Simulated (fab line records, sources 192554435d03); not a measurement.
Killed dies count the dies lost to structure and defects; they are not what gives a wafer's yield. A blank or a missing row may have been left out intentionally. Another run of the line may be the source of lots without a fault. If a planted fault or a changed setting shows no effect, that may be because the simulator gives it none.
8D (eight disciplines) problem report, filled in by code / flow n5-finfet / the parts of the form that need people (team, actions taken, sign-off) are left out

== 1. PROBLEM STATEMENT ==
Wafers without a fault read 65 s, standard deviation 3.9; time-to-endpoint-s at N5_BEOL_M10_CMP_52 reads a mean of 37 s on 2 wafers belonging to 2 lots. That puts it -7.2 standard deviations away from the usual mean.
The step: polishes, stops on SiCOH lowk, t overpolish 7 s, target thk 140 nm.
Earliest sighting: wafer L324.1 on cmp-04 at day 13 18:28. Wafers with a number at this step in the record: 33, from 13 lots. By rule, "out" or "out of limits" means more than 4 standard deviations away from the usual mean. Any other wafer with a number is counted as sound.

== 2. WHAT IT IS; WHAT IT IS NOT ==
question=which readings at this step | is=time-to-endpoint-s | is not=motor-current-A, slurry-flow-ml-min
question=which lots | is=L324, L326 | is not=L310, L311, L315, L316, L317, L318, L319, L320, L321, L322, L333
question=which wafers of those lots | is=L324.1, L326.1 | is not=L324.3, L324.5, L326.5
question=read on which tools | is=cmp-03, cmp-04 | is not=cmp-02
question=when | is=from day 13 18:28 | is not=up to then (27 sound wafers); but 4 sound wafers of L326, L333 came after

== 3. SUSPECTS, AND WHAT RULES EACH OUT ==
Counting: if a tool at a process step up to the reading ran every lot that is out, it stays a suspect. Sound lots after the first of them don't rule it out here, since some wafers of a struck lot are sound.
- ecd-cu-01 at N5_BEOL_M10_ECD_50 (material Cu, target thk 318 nm): kept. It processed each lot that is out (first: L324, day 13 17:50); up to then, its last sound lot is L322 (day 13 10:08).
Remaining after the count: ecd-cu-01 at N5_BEOL_M10_ECD_50.

== 4. THE CAUSE (what the simulator had put in) ==
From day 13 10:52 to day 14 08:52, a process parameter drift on ecd-cu-01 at N5_BEOL_M10_ECD_50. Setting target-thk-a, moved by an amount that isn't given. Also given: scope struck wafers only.
The count eliminated every tool but this one.

== 5. THE CHAIN OF EFFECTS, in route order ==
Each row: a reading where the mean over the struck wafers with a number is more than 3 standard deviations away from the usual. Readings are gone through only where the record gives a usual standard deviation; hours: the median, over the lots, of the time from a lot's start at the first step in this table giving one to that lot's start at this step; sigmas: the change measured in usual standard deviations.
hours=0; step=N5_BEOL_M10_CMP_52; reading=time-to-endpoint-s; usual=65 s; on struck wafers=37; change=-28; sigmas=-7.2
Here are the process steps it includes:
- N5_BEOL_M10_CMP_52: polishes, stops on SiCOH lowk, t overpolish 7 s, target thk 140 nm.
At these later measuring or inspecting steps, every struck wafer for which the step has a row has a number for every such reading, and none has moved that far: N5_BEOL_M10_RS_MEAS_57, N5_BEOL_M11_THK_MEAS_01.

== 6. HOW IT WOULD HAVE BEEN CAUGHT EARLIER ==
In this record the first reading out of limits was taken at day 13 18:28, 8 hours after the fault began at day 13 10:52.
Among the 2 lots that are out, L326 began N5_BEOL_M10_ECD_50 on ecd-cu-01 after day 13 18:28. It would have been spared by a hold on the tool at that moment.
